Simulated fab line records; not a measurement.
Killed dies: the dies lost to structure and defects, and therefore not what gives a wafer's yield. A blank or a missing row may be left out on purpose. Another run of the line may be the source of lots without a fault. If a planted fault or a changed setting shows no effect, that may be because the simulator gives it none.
fab line records    flow n5Finfet
record: lots: 8  wafers: 22  lastDay: 17
route steps=1938 shown BEOL_M1@797 BEOL_M4@1111 PASSIVATION@1936
lots untouched by any fault: they come from a run of this same line in which no faults occurred
startH: hours from the record's opening day to when the first of the lot's shown wafers began    waitH: hours since the lot's step before    " unchanged from the row above    L1.1+2: a single row standing in for several wafers    - no value present, or no start provided    * or withheld: withheld    < > ~ a bound
route shown NAME@n: names a module that has steps shown in the file, with the first one's number in the route    usual: the fault-free wafers' mean and standard deviation    same: alike in all rows    chamber/n: place in a boat    sites: each site's reading    _std_site: their standard deviation    _edge_site: mean of outer sites minus mean of inner sites    radiusMm: for every site, how far away it sits from the centre of the wafer    mask NAME#n: copy n    behind: tool/chamber where the wafer was last shaped    hold: the reason the lot was held/the length of the hold in hours/how it ended    device: names the non-switching transistor (n, p or np)    end of line: tests run on the same wafers once the route is complete    step lacking rows: just its recipe    killed: not the wafer's yield, but the dies lost to structure and defects at the first sort    map: a wafer's dies, marking killed ones x, the rest . and places with no die _
set.NAME: the run value of the setting; set.NAME@STEP: its run value at that earlier step    model.NAME: the simulator's own value behind a step, which no gauge read
route steps across a sampled set of lots; one table per step, one row per wafer
services: a tool's chamber out of use, with start hour (startH, from the record's first day; less than 0 if before it), hours out, and reason
== steps ==
step: N5_BEOL_M1_VIA_ETCH_34
recipe: chemistry: C4F6/O2  targetDepthA: 678  maskMaterial: SOC  pressureMtorr: 15  ionEnergyEv: 250  taperDeg: 4  timeS: 64.4  sourceW: 350  biasW: 170  Ar_flow_sccm: 300  C4F6_flow_sccm: 10  O2_flow_sccm: 10
usual: drypumpMotorCurrentA: 6.0/0.56  oes_f_703_au: 0.78/0.08  oes_o_777_au: 0.77/0.078  oesProductAu: 0.76/0.081  rfVppV: 662/23  runLengthS: 87.6/0.37  showerheadPlenumPTorr: 2.81/0.087  throttleValvePct: 30.7/0.37
same: timeS: 64.4
lot.wafer  tool        chamber  startH  waitH  drypumpMotorCurrentA  oes_f_703_au  oes_o_777_au  oesProductAu  rfHoursCounterH  rfVppV  runLengthS  showerheadPlenumPTorr  throttleValvePct
L674.3     rieDiel-03  2        127.31  0.0    6.2                   0.70          0.70          0.69          256              698     87.8        2.87                   30.0
L674.4     "           2        "       "      6.2                   0.69          0.71          0.69          -                698     87.8        2.87                   30.0
L674.5     "           3        "       "      6.5                   0.71          0.73          0.72          -                672     87.8        2.80                   30.7
L676.3     rieDiel-03  2        133.21  0.0    6.2                   0.70          0.70          0.69          258              698     88.0        2.87                   30.0
L676.5     "           2        "       "      6.2                   0.69          0.70          0.69          -                698     87.9        2.87                   30.0
L676.6     "           0        "       "      6.4                   0.82          0.82          0.78          -                632     86.9        2.71                   30.5
L678.2     rieDiel-03  2        148.09  0.0    6.2                   0.69          0.70          0.70          264              697     87.9        2.87                   30.1
L678.6     "           0        "       "      6.4                   0.81          0.81          0.78          -                633     86.9        2.71                   30.5
L684.2     rieDiel-03  2        187.16  0.0    6.2                   0.68          0.69          0.68          274              698     88.2        2.86                   30.1
L684.4     "           0        "       "      6.4                   0.80          0.80          0.76          158              633     87.0        2.71                   30.5
L694.1     rieDiel-03  2        245.03  0.0    6.2                   0.96          0.97          0.98          7                697     87.9        2.86                   30.0
L694.2     "           1        "       "      5.8                   0.78          0.78          0.74          181              658     86.9        2.92                   30.7
L694.4     "           2        "       "      6.2                   0.96          0.96          0.97          -                699     88.2        2.86                   30.0
L695.1     rieDiel-03  1        251.97  0.0    5.8                   0.78          0.77          0.74          184              657     87.2        2.92                   30.6
L695.3     "           0        "       "      6.4                   0.78          0.77          0.75          179              633     87.6        2.70                   30.5
L695.4     "           0        "       "      6.4                   0.79          0.77          0.75          -                633     87.2        2.70                   30.5
L696.2     rieDiel-03  0        268.82  0.0    6.3                   0.77          0.77          0.75          187              633     87.1        2.69                   30.5
L696.3     "           1        "       "      5.8                   0.77          0.77          0.74          191              659     87.5        2.92                   30.6
L696.6     "           1        "       "      5.8                   0.78          0.77          0.73          -                656     87.2        2.92                   30.7
L697.3     rieDiel-06  1        268.86  0.0    5.9                   0.95          0.94          0.93          21               677     87.4        2.77                   30.7
L697.5     "           3        "       "      6.8                   0.96          0.95          0.98          -                698     87.8        2.98                   30.1
L697.6     "           2        "       "      4.9                   0.72          0.73          0.69          -                646     88.2        2.79                   31.0
step: N5_BEOL_M1_TRENCH_ETCH_37
recipe: chemistry: C4F6/O2  targetDepthA: 552.07  target: SiOC  timeS: 29  ionEnergyEv: 250  pressureMtorr: 30  sourceW: 355  biasW: 185  Ar_flow_sccm: 300  C4F6_flow_sccm: 10  O2_flow_sccm: 10
usual: drypumpMotorCurrentA: 6.0/0.56  oes_f_703_au: 0.78/0.08  oes_o_777_au: 0.77/0.077  oesProductAu: 0.76/0.08  rfVppV: 661/23  runLengthS: 52.2/0.4  showerheadPlenumPTorr: 2.81/0.087  throttleValvePct: 20.86/0.25
lot.wafer  tool        chamber  startH  waitH  drypumpMotorCurrentA  oes_f_703_au  oes_o_777_au  oesProductAu  rfHoursCounterH  rfVppV  runLengthS  showerheadPlenumPTorr  throttleValvePct
L674.3     rieDiel-03  2        127.41  -      6.2                   0.69          0.71          0.69          256              699     52.5        2.87                   20.48
L674.4     "           2        "       "      6.2                   0.69          0.70          0.70          -                698     52.3        2.87                   20.48
L674.5     "           3        "       "      6.5                   0.71          0.73          0.72          -                671     52.7        2.80                   20.90
L676.3     rieDiel-03  2        133.31  -      6.2                   0.70          0.70          0.70          258              699     52.5        2.87                   20.48
L676.5     "           2        "       "      6.2                   0.70          0.71          0.69          -                699     52.7        2.87                   20.49
L676.6     "           0        "       "      6.4                   0.82          0.81          0.79          -                633     51.6        2.72                   20.70
L678.2     rieDiel-03  2        148.19  -      6.2                   0.69          0.70          0.70          264              699     52.6        2.87                   20.49
L678.6     "           0        "       "      6.4                   0.81          0.81          0.78          -                633     42.5        2.72                   20.72
L684.2     rieDiel-03  2        187.26  -      6.2                   0.68          0.69          0.68          274              699     52.5        2.87                   20.50
L684.4     "           0        "       "      6.4                   0.80          0.79          0.76          158              633     42.9        2.71                   20.72
L694.1     rieDiel-03  2        245.13  -      6.2                   0.96          0.97          0.97          7                699     52.9        2.86                   20.16
L694.2     "           1        "       "      5.8                   0.79          0.77          0.74          181              658     51.6        2.93                   21.00
L694.4     "           2        "       "      6.2                   0.95          0.97          0.97          -                699     52.4        2.86                   20.17
L695.1     rieDiel-03  1        252.07  -      5.8                   0.78          0.77          0.74          184              658     51.8        2.93                   20.99
L695.3     "           0        "       "      6.4                   0.78          0.77          0.74          179              631     52.1        2.70                   20.76
L695.4     "           0        "       "      6.4                   0.78          0.78          0.75          -                630     51.9        2.70                   20.75
L696.2     rieDiel-03  0        268.92  -      6.4                   0.77          0.77          0.75          187              632     51.5        2.70                   20.78
L696.3     "           1        "       "      5.7                   0.78          0.77          0.74          191              657     51.5        2.92                   21.01
L696.6     "           1        "       "      5.8                   0.77          0.76          0.73          -                656     51.4        2.92                   20.99
L697.3     rieDiel-06  1        268.96  -      6.0                   0.94          0.94          0.92          21               678     52.0        2.77                   20.73
L697.5     "           3        "       "      6.8                   0.96          0.93          0.97          -                698     52.4        2.98                   20.46
L697.6     "           2        "       "      4.9                   0.73          0.72          0.68          -                647     52.6        2.79                   21.08
step: N5_BEOL_M1_ETCH_41
recipe: chemistry: CH3F/O2  target: SiCN  targetDepthA: 319  taperDeg: 2  timeS: 57.8  ionEnergyEv: 120  maskMaterial: TiN  pressureMtorr: 30  sourceW: 395  biasW: 75  Ar_flow_sccm: 150  CH3F_flow_sccm: 30  O2_flow_sccm: 20
usual: CH3F_flow_sccm: 29.99/0.077  drypumpMotorCurrentA: 6.0/0.56  oesProductAu: 0.76/0.08  rfVppV: 297.2/1.5  runLengthS: 81.1/0.39  showerheadPlenumPTorr: 1.98/0.063  throttleValvePct: 16.37/0.23
same: timeS: 57.8
lot.wafer  tool        chamber  startH  waitH  CH3F_flow_sccm  drypumpMotorCurrentA  oesProductAu  rfHoursCounterH  rfVppV  runLengthS  showerheadPlenumPTorr  throttleValvePct
L674.3     rieDiel-03  2        -       -      30.06           6.2                   0.69          256              296.4   81.1        2.02                   16.11
L674.4     "           2        "       "      29.98           6.2                   0.69          -                298.6   81.3        2.02                   16.11
L674.5     "           3        "       "      30.07           6.4                   0.72          -                298.9   81.2        1.97                   16.43
L676.3     rieDiel-03  2        -       -      30.07           6.2                   0.69          258              298.3   81.6        2.02                   16.11
L676.5     "           2        "       "      29.95           6.2                   0.69          -                298.2   82.0        2.02                   16.09
L676.6     "           0        "       "      29.96           6.4                   0.78          -                296.3   80.4        1.91                   16.20
L678.2     rieDiel-03  2        -       -      29.97           6.2                   0.70          264              298.3   81.1        2.02                   16.12
L678.6     "           0        "       "      30.01           6.4                   0.78          -                295.8   80.7        1.91                   16.23
L684.2     rieDiel-03  2        -       -      30.03           6.2                   0.68          274              298.8   81.2        2.02                   16.16
L684.4     "           0        "       "      29.84           6.4                   0.76          158              296.1   80.7        1.90                   16.27
L694.1     rieDiel-03  2        -       -      29.90           6.2                   0.98          7                299.7   81.7        2.01                   15.68
L694.2     "           1        "       "      29.86           5.8                   0.73          181              298.6   80.7        2.06                   16.52
L694.4     "           2        "       "      29.80           6.2                   0.97          -                298.8   81.5        2.01                   15.67
L695.1     rieDiel-03  1        -       -      29.99           5.8                   0.73          184              298.5   80.5        2.06                   16.53
L695.3     "           0        "       "      29.99           6.4                   0.75          180              296.0   80.4        1.90                   16.27
L695.4     "           0        "       "      29.99           6.4                   0.74          -                296.9   80.4        1.90                   16.30
L696.2     rieDiel-03  0        -       -      29.96           6.4                   0.74          187              295.4   80.6        1.89                   16.30
L696.3     "           1        "       "      29.93           5.8                   0.73          191              296.9   80.2        2.06                   16.55
L696.6     "           1        "       "      29.93           5.8                   0.73          -                299.4   80.6        2.06                   16.55
L697.3     rieDiel-06  1        -       -      30.00           5.9                   0.92          21               294.2   80.8        1.95                   16.17
L697.5     "           3        "       "      29.91           6.8                   0.97          -                300.2   81.0        2.10                   15.95
L697.6     "           2        "       "      29.96           4.9                   0.68          -                297.6   81.2        1.97                   16.62
step: N5_BEOL_M1_STRIP_97
recipe: chemistry: N2/H2  timeS: 10  powerW: 450  tempC: 40  pressureMtorr: 20  rfFrequencyHz: 6e+07  biasPowerW: 7  n2FlowSccm: 200  h2FlowSccm: 200
usual: drypumpMotorCurrentA: 6.0/0.56  n2FlowSccm: 199.9/0.62  oesProductAu: 0.75/0.081  rfVppV: 59.0/0.83  showerheadPlenumPTorr: 2.51/0.075  throttleValvePct: 23.6/0.33
same: timeS: 10
lot.wafer  tool        chamber  startH  waitH  drypumpMotorCurrentA  n2FlowSccm  oesProductAu  rfHoursCounterH  rfVppV  showerheadPlenumPTorr  throttleValvePct
L674.3     rieDiel-03  2        -       -      6.2                   199.7       0.70          256              58.8    2.57                   23.0
L674.4     "           2        "       "      6.2                   199.9       0.70          -                58.9    2.57                   23.0
L674.5     "           3        "       "      6.5                   200.4       0.71          -                59.6    2.51                   24.0
L676.3     rieDiel-03  2        -       -      6.2                   200.3       0.70          258              60.4    2.57                   23.0
L676.5     "           2        "       "      6.2                   200.8       0.70          -                60.1    2.57                   23.0
L676.6     "           0        "       "      6.4                   199.8       0.78          -                60.6    2.42                   23.5
L678.2     rieDiel-03  2        -       -      6.2                   199.8       0.70          264              58.9    2.56                   23.0
L678.6     "           0        "       "      6.4                   199.5       0.77          -                58.7    2.42                   23.5
L684.2     rieDiel-03  2        -       -      6.2                   199.8       0.68          274              60.0    2.56                   23.0
L684.4     "           0        "       "      6.4                   200.5       0.76          158              58.6    2.41                   23.5
L694.1     rieDiel-03  2        -       -      6.2                   198.8       0.99          7                59.3    2.56                   22.8
L694.2     "           1        "       "      5.8                   200.4       0.73          181              59.7    2.61                   23.5
L694.4     "           2        "       "      6.2                   198.6       0.98          -                59.1    2.56                   22.8
L695.1     rieDiel-03  1        -       -      5.8                   200.3       0.72          184              59.9    2.61                   23.5
L695.3     "           0        "       "      6.4                   200.7       0.74          180              58.6    2.40                   23.6
L695.4     "           0        "       "      6.4                   200.4       0.75          -                56.7    2.40                   23.5
L696.2     rieDiel-03  0        -       -      6.4                   200.2       0.74          187              60.3    2.40                   23.6
L696.3     "           1        "       "      5.8                   200.8       0.71          191              59.1    2.61                   23.5
L696.6     "           1        "       "      5.7                   199.8       0.71          -                59.6    2.61                   23.4
L697.3     rieDiel-06  1        -       -      6.0                   199.7       0.91          21               59.4    2.47                   23.4
L697.5     "           3        "       "      6.8                   199.0       0.97          -                59.8    2.72                   23.5
L697.6     "           2        "       "      4.9                   198.6       0.68          -                58.5    2.49                   23.7
step: N5_BEOL_M1_OCD_MEAS_38
usual: trenchDepthNm: 55.6/1.2
lot.wafer  tool    chamber  startH  waitH  trenchDepthNm
L674.3     ocd-02  -        127.58  -      55.8
L674.4     "       -        "       "      55.8
L674.5     "       -        "       "      55.7
L676.3     ocd-01  -        133.47  -      56.0
L676.5     "       -        "       "      55.9
L676.6     "       -        "       "      56.9
L678.2     ocd-02  -        148.35  -      56.7
L678.6     "       -        "       "      39.4
L684.2     ocd-02  -        187.42  -      55.1
L684.4     "       -        "       "      38.2
L694.1     ocd-01  -        245.28  -      57.9
L694.2     "       -        "       "      54.8
L694.4     "       -        "       "      57.9
L695.1     ocd-02  -        252.22  -      55.3
L695.3     "       -        "       "      56.9
L695.4     "       -        "       "      57.0
L696.2     ocd-01  -        269.08  -      58.6
L696.3     "       -        "       "      55.7
L696.6     "       -        "       "      55.0
L697.3     ocd-02  -        269.12  -      55.1
L697.5     "       -        "       "      55.9
L697.6     "       -        "       "      54.8
step: N5_BEOL_M4_RC_MEAS_101
usual: DIBL_N: 36.0/2.5  DIBL_P: 36.3/2.8  IOFF_N: 0.16/0.042  IOFF_P: 0.21/0.045  ION_N: 673/15  ION_P: 463/8.1  SS_N: 71.4/0.73  SS_P: 73.3/0.92  VT_N: 251/4.1  VT_P: -250/3.4
lot.wafer  tool       chamber  startH  waitH  DIBL_N[mV/V]  DIBL_P[mV/V]  IOFF_N[nA/um]  IOFF_P[nA/um]  ION_N[uA/um]  ION_P[uA/um]  SS_N[mV/dec]  SS_P[mV/dec]  VT_N[mV]  VT_P[mV]
L674.3     prober-01  0        162.75  0.3    41.9          41.1          0.28           0.38           698           477           73.4          74.9          242       -241
L674.4     "          0        "       "      36.1          35.2          0.14           0.23           668           467           71.5          73.1          252       -250
L674.5     "          0        "       "      36.1          33.6          0.14           0.22           670           465           70.6          72.8          251       -248
L676.3     prober-01  0        170.01  0.3    34.4          34.2          0.14           0.20           661           462           71.1          72.6          253       -250
L676.5     "          0        "       "      34.8          34.2          0.14           0.21           662           463           71.2          72.7          250       -251
L676.6     "          0        "       "      34.3          33.2          0.13           0.19           651           459           71.4          72.0          252       -251
L678.2     prober-02  0        178.65  0.2    34.0          31.3          0.11           0.17           674           465           70.7          72.5          255       -250
L678.6     "          0        "       "      36.0          34.5          0.13           0.22           657           462           71.7          73.2          252       -245
L684.2     prober-01  0        223.49  0.2    35.6          37.7          0.14           0.19           665           460           71.2          72.9          256       -253
L684.4     "          0        "       "      33.2          33.2          0.10           0.14           659           450           70.2          72.7          258       -257
L694.1     prober-02  0        281.25  0.0    36.9          37.6          0.16           0.23           681           467           71.5          73.4          251       -247
L694.2     "          0        "       "      36.6          37.1          0.15           0.23           660           459           71.2          73.1          251       -248
L694.4     "          0        "       "      36.6          38.0          0.18           0.25           686           473           71.6          74.0          247       -245
L695.1     prober-01  0        292.84  0.0    39.0          39.9          0.23           0.25           691           460           73.0          74.0          245       -250
L695.3     "          0        "       "      35.4          35.2          0.15           0.18           669           452           71.5          73.2          253       -254
L695.4     "          0        "       "      38.2          38.7          0.19           0.23           692           466           72.7          74.3          250       -251
L696.2     prober-01  0        299.74  0.2    38.9          42.2          0.22           0.32           692           476           71.6          74.1          246       -242
L696.3     "          0        "       "      36.7          38.1          0.17           0.25           676           470           71.0          72.9          248       -247
L696.6     "          0        "       "      39.7          42.3          0.23           0.32           701           472           71.7          74.1          241       -243
L697.3     prober-02  0        310.37  0.3    37.7          39.1          0.19           0.27           683           477           71.8          73.7          248       -245
L697.5     "          0        "       "      33.0          32.4          0.10           0.17           649           458           69.8          72.1          256       -256
L697.6     "          0        "       "      34.5          34.2          0.13           0.19           669           467           71.2          73.2          253       -251
step: N5_PASSIVATION_PROBE_49
usual: defectLimitedYield: 91.0/1.4  killed_at_M0_to_M3: 36/11  killed_at_M4_up: 13/5.4  killedAtContacts: 12/6.4  killedAtFrontEnd: 41/13  killedAtOther: 2.9/2.3  killedDies: 106/17  killedOpen: 70/12  killedShort: 34/8.4  sort_bin_4_leakage: 0.01/0.057  sort_bin_5_function: 5.2/1  sort_bin_6_memory: 3.4/0.63  sortNPass: 1074/18  sortYieldPct: 91.0/1.6
same: grossDies: 1180  killedAtBackSide: 0  sort_bin_8_speed[%]: 0
lot.wafer  tool       chamber  startH  waitH  defectLimitedYield[%]  killed_at_M0_to_M3  killed_at_M4_up  killedAtContacts  killedAtFrontEnd  killedAtOther  killedDies  killedOpen  killedShort  sort_bin_4_leakage[%]  sort_bin_5_function[%]  sort_bin_6_memory[%]  sortNPass  sortYieldPct[%]
L697.3     prober-02  -        418.40  0.1    93.2                   22                  19               9                 29                1              80          61          18           0                      4.3                     2.5                   1100       93.2
L697.5     prober-02  -        418.50  0.2    90.7                   52                  8                3                 43                4              110         77          33           0                      4.9                     4.1                   1070       90.7
L697.6     prober-02  -        418.55  0.3    93.4                   32                  16               3                 19                8              78          51          25           0                      3.8                     2.6                   1102       93.4
killed by level:class
L697.3 BEOL_M4:geometricParticle:open=12 DUMMY_GATE:geometricParticle:open=7 MOL_CONTACT_COAG:geometricParticle:open=7 BEOL_M0_SAQP:geometricParticle:open=6 FIN_SAQP:geometricParticle:short=4 FIN_SAQP:geometricParticle:open=4 BEOL_M2:geometricParticle:open=4 STARTING-WAFER:geometricParticle:open=4
L697.5 FIN_SAQP:geometricParticle:open=17 BEOL_M1:geometricParticle:open=13 BEOL_M0_SAQP:geometricParticle:open=11 BEOL_M0_SAQP:geometricParticle:short=10 STARTING-WAFER:geometricParticle:open=8 FIN_SAQP:geometricParticle:short=6 BEOL_M0:geometricParticle:open=5 BEOL_M3:geometricParticle:open=5
L697.6 BEOL_M0_SAQP:geometricParticle:open=6 BEOL_M0:geometricParticle:open=6 BEOL_M8:geometricParticle:open=6 FIN_SAQP:geometricParticle:short=4 STI_FIN_REVEAL:geometricParticle:open=4 BEOL_M0_SAQP:geometricParticle:short=4 BEOL_M1:geometricParticle:open=4 BEOL_M3:geometricParticle:open=4
== services ==
tool        chamber  startH  hours  kind
rieDiel-03  3        108.49  18.4   repair
rieDiel-06  2        117.44  3.9    repair
rieDiel-06  3        129.47  5.2    repair
rieDiel-06  1        155.83  -      clean
rieDiel-06  1        155.83  -      consumableReplace:focusRing
rieDiel-06  1        155.83  41.8   scheduledDown
rieDiel-06  1        155.83  41.8   ventCycle
rieDiel-03  2        162.91  8.3    repair
rieDiel-03  -        183.68  1.5    repair
rieDiel-03  2        189.95  11.4   repair
rieDiel-06  1        200.94  9.8    repair
rieDiel-03  2        201.58  -      clean
rieDiel-03  2        201.58  -      consumableReplace:focusRing
rieDiel-03  2        201.58  20.9   scheduledDown
rieDiel-03  2        201.58  20.9   ventCycle
rieDiel-03  3        235.47  -      clean
rieDiel-03  3        235.47  -      consumableReplace:focusRing
rieDiel-03  3        235.47  22.2   scheduledDown
rieDiel-03  3        235.47  22.2   ventCycle
rieDiel-06  3        243.38  -      clean
rieDiel-06  3        243.38  -      consumableReplace:focusRing
rieDiel-06  3        243.38  -      consumableReplace:showerhead
rieDiel-06  3        243.38  15.5   scheduledDown
rieDiel-03  0        248.64  2.4    repair
== key ==
firstSign: step: N5_BEOL_M1_TRENCH_ETCH_37  reading: runLengthS  direction: down  sigmas: 24  usual: *  struck: *
effect: step: N5_BEOL_M1_OCD_MEAS_38  reading: trenchDepthNm  direction: down  sigmas: 14  usual: 55.6  struck: 38.8
metAt N5_BEOL_M1_TRENCH_ETCH_37
struckLots L678,L684
struckWafers L678.6,L684.4
notActingAt N5_BEOL_M1_VIA_ETCH_34,N5_BEOL_M1_ETCH_41,N5_BEOL_M1_STRIP_97
onsetBetween 133.31 148.19
fault: kind: processParameterDrift  tool: rieDiel-03  chamber: -  onsetH: 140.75  steps: N5_BEOL_M1_TRENCH_ETCH_37  channel: timeS  offset: *  shape: step  endH: 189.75  scope: struckWafersOnly  actsIn: *  stated: *
